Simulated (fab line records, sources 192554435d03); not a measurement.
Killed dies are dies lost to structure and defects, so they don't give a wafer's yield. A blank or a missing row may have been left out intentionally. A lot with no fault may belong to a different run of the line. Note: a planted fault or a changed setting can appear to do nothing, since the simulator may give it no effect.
Matching of chambers | flow n5-finfet | N5_HKMG_FIN_CMP_23 on cmp-03: 4 sister chambers
The step polishes, stops on SiNx, t overpolish 10 s, target thk 46.326 nm. 4 wafers are shown with their chamber, then 9 later ones without.

WAFERS, EACH WITH ITS CHAMBER
wafer  | chamber | motor-current-A (A)
L084.5 | 2       | 11.1
L086.2 | 1       | 10.7
L086.3 | 3       | 11.6
L086.4 | 0       | 11.7

WAFERS WITH NO CHAMBER GIVEN
wafer  | motor-current-A (A)
L088.3 | 11.6
L088.5 | 12.1
L088.6 | 11.6
L091.3 | 10.9
L091.4 | 12.1
L091.5 | 11.8
L093.3 | 11.6
L093.5 | 11.0
L093.6 | 11.5

EACH ONE'S CHAMBER
wafer  | from the rows above          | in truth
L088.3 | can't be placed: 3 or 0      | 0
L088.5 | can't be placed: 0 or 3      | 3
L088.6 | can't be placed: 3 or 0      | 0
L091.3 | can't be placed: 2 or 1      | 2
L091.4 | can't be placed: 0 or 3      | 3
L091.5 | can't be placed: 0 or 3      | 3
L093.3 | can't be placed: 3 or 0      | 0
L093.5 | can't be placed: 2 or 1      | 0
L093.6 | can't be placed: 3 or 0 or 2 | 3
0 of 9 placed correctly. Cannot be placed on the basis of these rows: 9; the candidates contain the true chamber in 8. Placed wrongly: 0.
How it was worked out, from the rows above alone: a wafer's distance from a chamber is the root of the sum, over the readings, of the square of ((its reading less the chamber's mean) divided by the reading's scatter). The wafer belongs to the nearest chamber; if the next one is less than 2 further off, it can't be placed. For every chamber, the mean is computed from those of its wafers that are shown. The scatter: root of mean squared gap, hidden wafer to nearest shown wafer, with one shown wafer a chamber.
